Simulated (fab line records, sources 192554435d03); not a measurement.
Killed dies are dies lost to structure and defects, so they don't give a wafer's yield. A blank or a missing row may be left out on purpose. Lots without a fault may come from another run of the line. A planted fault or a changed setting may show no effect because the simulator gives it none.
Chamber matching | flow n5_finfet | N5_HKMG_FIN_STRIP_92 on rie_diel-02: 4 sister chambers
The step strips SOC in N2/H2, time 20 s. 20 wafers are shown with their chamber, then 10 later ones without.

WAFERS WITH THEIR CHAMBER
wafer  | chamber | showerhead_plenum_p_Torr (Torr) | throttle_valve_pct (%) | oes_product_au (a.u.)
L083.1 | 2       | 3.54                            | 19.36                  | 0.82
L083.2 | 0       | 3.21                            | 18.76                  | 0.73
L083.3 | 1       | 3.49                            | 18.97                  | 0.76
L083.4 | 3       | 3.24                            | 19.19                  | 0.78
L083.5 | 2       | 3.54                            | 19.36                  | 0.82
L083.6 | 3       | 3.24                            | 19.16                  | 0.78
L084.1 | 1       | 3.49                            | 18.97                  | 0.76
L084.2 | 0       | 3.21                            | 18.76                  | 0.72
L084.3 | 2       | 3.54                            | 19.37                  | 0.82
L084.4 | 3       | 3.24                            | 19.17                  | 0.78
L084.5 | 3       | 3.24                            | 19.17                  | 0.78
L084.6 | 0       | 3.21                            | 18.76                  | 0.72
L088.2 | 1       | 3.49                            | 18.99                  | 0.75
L088.5 | 3       | 3.23                            | 19.20                  | 0.77
L088.6 | 0       | 3.21                            | 18.77                  | 0.71
L090.3 | 1       | 3.49                            | 18.99                  | 0.75
L090.5 | 1       | 3.49                            | 19.02                  | 0.74
L090.6 | 0       | 3.21                            | 18.77                  | 0.72
L092.1 | 1       | 3.48                            | 19.01                  | 0.74
L092.2 | 2       | 3.53                            | 19.40                  | 0.79

SIGNATURES (means of the wafers above)
reading                  | chamber 0 | chamber 1 | chamber 2 | chamber 3 | scatter within a chamber
showerhead_plenum_p_Torr | 3.2100    | 3.4883    | 3.5375    | 3.2380    | 0.00386
throttle_valve_pct       | 18.7640   | 18.9917   | 19.3725   | 19.1780   | 0.0165
oes_product_au           | 0.7200    | 0.7500    | 0.8125    | 0.7780    | 0.0092
Rule: a wafer's distance from a chamber is the root of the sum, over the readings, of the square of ((its reading less the chamber's mean) divided by the reading's scatter). The wafer belongs to the nearest chamber; if the next one is less than 2 further off, it can't be placed. The scatter: the root of (the sum of the squares of (reading less its chamber's mean) over the shown wafers, divided by (wafers less chambers)).

WAFERS WITHOUT THEIR CHAMBER
wafer  | showerhead_plenum_p_Torr (Torr) | throttle_valve_pct (%) | oes_product_au (a.u.)
L092.3 | 3.23                            | 19.20                  | 0.76
L092.4 | 3.21                            | 18.79                  | 0.72
L092.5 | 3.48                            | 19.01                  | 0.75
L092.6 | 3.53                            | 19.38                  | 0.80
L093.1 | 3.53                            | 19.39                  | 0.81
L093.4 | 3.21                            | 18.78                  | 0.71
L093.5 | 3.21                            | 18.81                  | 0.71
L095.4 | 3.53                            | 19.41                  | 0.79
L095.5 | 3.22                            | 19.21                  | 0.75
L095.6 | 3.53                            | 19.42                  | 0.79

WHICH CHAMBER EACH WENT THROUGH
wafer  | from the rows above | in truth
L092.3 | 3                   | 3
L092.4 | 0                   | 0
L092.5 | 1                   | 1
L092.6 | 2                   | 2
L093.1 | 2                   | 2
L093.4 | 0                   | 0
L093.5 | 0                   | 0
L095.4 | 2                   | 2
L095.5 | 3                   | 3
L095.6 | 2                   | 2
Placed correctly: 10 of 10. Can't be placed from these rows: 0. Placed wrongly: 0.
